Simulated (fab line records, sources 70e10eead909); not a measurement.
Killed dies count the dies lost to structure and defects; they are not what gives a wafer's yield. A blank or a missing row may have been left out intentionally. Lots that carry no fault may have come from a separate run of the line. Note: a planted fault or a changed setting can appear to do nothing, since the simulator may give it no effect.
Tool commonality check ; flow nand harc ; 1 lot, 3 wafers sampled

THE REASON FOR OPENING IT
At NHARC_END_SORT_01 the reading killed at periphery is flagged on 1 of 1 lot. Wafers without a fault read 3.7, standard deviation 2.3.
Rule: a lot is flagged when every wafer of it that has a number lies more than 4 standard deviations from that mean, or none has a number. As for the other lots, they are considered sound.

lot;measured;on;killed at periphery, wafer by wafer;flag
L889;day 29 04:44;prober-01;635 627 634;FLAGGED
The numbers of the flagged lots are 632.0 on average: +628.3 against the usual, or +99 or more standard deviations.

TOOL THAT RAN EACH LOT
3 process steps preceding the reading are held in the record, out of 1302 steps in the route. Read each cell as the tool, then ch plus the chambers that the sampled wafers visited, then the start.
lot;flag;NHARC_P_ZERO_WELL_DESCUM_39;NHARC_P_STI_ETCH_42;NHARC_P_GATE_EXPOSE_08
L889;FLAGGED;rie diel-09 ch 0,2,3, day 6 04:22;rie diel-04 ch 0,1,3, day 6 23:35;krf scanner-01 ch 0, day 8 12:43
These steps, and what they do:
- NHARC_P_ZERO_WELL_DESCUM_39: chemistry O2, time 3 s.
- NHARC_P_STI_ETCH_42: etches the open film in N2/H2, target depth 80 nm, overetch 24 nm, time 61 s.
- NHARC_P_GATE_EXPOSE_08: exposes mask P HV.
- NHARC_END_SORT_01

FLAGGED OVER TOTAL, TOOL BY TOOL (the gauges that took the reading come last)
step;tool;lots run;flagged;share of the flagged lots;sound lots run after its first flagged lot
NHARC_P_ZERO_WELL_DESCUM_39;rie diel-09;1;1;all;0
NHARC_P_STI_ETCH_42;rie diel-04;1;1;all;0
NHARC_P_GATE_EXPOSE_08;krf scanner-01;1;1;all;0
NHARC_END_SORT_01;prober-01;1;1;all;0

THE TABLE: WHAT IT ALLOWS
4 rows of the table ran every flagged lot: rie diel-09 at NHARC_P_ZERO_WELL_DESCUM_39, rie diel-04 at NHARC_P_STI_ETCH_42, krf scanner-01 at NHARC_P_GATE_EXPOSE_08, prober-01 at NHARC_END_SORT_01.
- rie diel-09 at NHARC_P_ZERO_WELL_DESCUM_39: 1 of its 1 lot flagged. With no sound lot run before its first flagged lot in this sample, there is nothing to narrow down the start.
- rie diel-04 at NHARC_P_STI_ETCH_42: 1 of its 1 lot flagged. With no sound lot run before its first flagged lot in this sample, there is nothing to narrow down the start.
- krf scanner-01 at NHARC_P_GATE_EXPOSE_08: 1 of its 1 lot flagged. With no sound lot run before its first flagged lot in this sample, there is nothing to narrow down the start.
- prober-01 at NHARC_END_SORT_01: 1 of its 1 lot flagged. With no sound lot run before its first flagged lot in this sample, there is nothing to narrow down the start.
Counting lots can't tell these 4 tools apart, because each fits a fault that began at some hour. More lots, or a look at what each step does to the wafer, might.

WHAT WAS PUT IN BY THE SIMULATOR
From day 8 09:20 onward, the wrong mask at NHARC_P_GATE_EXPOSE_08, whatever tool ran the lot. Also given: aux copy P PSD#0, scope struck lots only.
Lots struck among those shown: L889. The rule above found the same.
